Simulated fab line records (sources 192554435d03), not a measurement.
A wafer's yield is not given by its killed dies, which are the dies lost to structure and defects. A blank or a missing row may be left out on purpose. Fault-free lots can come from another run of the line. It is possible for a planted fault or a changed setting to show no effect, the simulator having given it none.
Chamber matching / flow n5 finfet / N5_FIN_SAQP_MANDREL_ETCH_22 on rie si-01: 4 sister chambers
The step etches a-Si in HBr/Cl2, stops on SiNx, target depth 60 nm, bt time 10 s, time 30 s. 8 wafers are shown with their chamber, then 12 later ones without.

## WAFERS PAIRED WITH THEIR CHAMBERS
wafer=L086.3; chamber=2; throttle valve pct (%)=35.43; drypump motor current A (A)=6.3
wafer=L088.3; chamber=0; throttle valve pct (%)=34.84; drypump motor current A (A)=5.4
wafer=L089.3; chamber=3; throttle valve pct (%)=35.44; drypump motor current A (A)=6.5
wafer=L089.5; chamber=1; throttle valve pct (%)=35.65; drypump motor current A (A)=6.3
wafer=L089.6; chamber=0; throttle valve pct (%)=34.87; drypump motor current A (A)=5.4
wafer=L090.2; chamber=1; throttle valve pct (%)=35.66; drypump motor current A (A)=6.3
wafer=L090.5; chamber=3; throttle valve pct (%)=35.40; drypump motor current A (A)=6.4
wafer=L090.6; chamber=2; throttle valve pct (%)=35.43; drypump motor current A (A)=6.3

## WAFERS MISSING THEIR CHAMBER
wafer=L091.2; throttle valve pct (%)=34.87; drypump motor current A (A)=5.4
wafer=L091.5; throttle valve pct (%)=35.43; drypump motor current A (A)=6.3
wafer=L091.6; throttle valve pct (%)=35.64; drypump motor current A (A)=6.3
wafer=L092.1; throttle valve pct (%)=35.44; drypump motor current A (A)=6.3
wafer=L092.4; throttle valve pct (%)=34.89; drypump motor current A (A)=5.4
wafer=L092.6; throttle valve pct (%)=35.65; drypump motor current A (A)=6.4
wafer=L094.1; throttle valve pct (%)=35.66; drypump motor current A (A)=6.4
wafer=L094.2; throttle valve pct (%)=35.42; drypump motor current A (A)=6.4
wafer=L094.6; throttle valve pct (%)=35.62; drypump motor current A (A)=6.3
wafer=L097.1; throttle valve pct (%)=35.46; drypump motor current A (A)=6.3
wafer=L097.2; throttle valve pct (%)=35.44; drypump motor current A (A)=6.4
wafer=L097.5; throttle valve pct (%)=35.43; drypump motor current A (A)=6.3

## THE CHAMBER EACH PASSED THROUGH
wafer=L091.2; from the rows above=0; in truth=0
wafer=L091.5; from the rows above=2; in truth=2
wafer=L091.6; from the rows above=1; in truth=1
wafer=L092.1; from the rows above=2; in truth=2
wafer=L092.4; from the rows above=0; in truth=0
wafer=L092.6; from the rows above=1; in truth=1
wafer=L094.1; from the rows above=1; in truth=1
wafer=L094.2; from the rows above=can't be placed: 3 or 2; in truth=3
wafer=L094.6; from the rows above=1; in truth=1
wafer=L097.1; from the rows above=2; in truth=2
wafer=L097.2; from the rows above=can't be placed: 3 or 2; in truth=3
wafer=L097.5; from the rows above=2; in truth=2
10 of 12 placed correctly. Unplaceable from these rows: 2, with the true chamber sitting among the candidates in 2. Placed wrongly: 0.
How it was worked out, from the rows above alone: a wafer's distance from a chamber is the root of the sum, over the readings, of the square of ((its reading less the chamber's mean) divided by the reading's scatter). The wafer belongs to the nearest chamber; if the next one is less than 2 further off, it can't be placed. A chamber's mean is the mean of its shown wafers. The scatter is the square root of a quotient: the sum, over the shown wafers, of each reading's squared deviation from its chamber's mean, divided by wafers minus chambers.
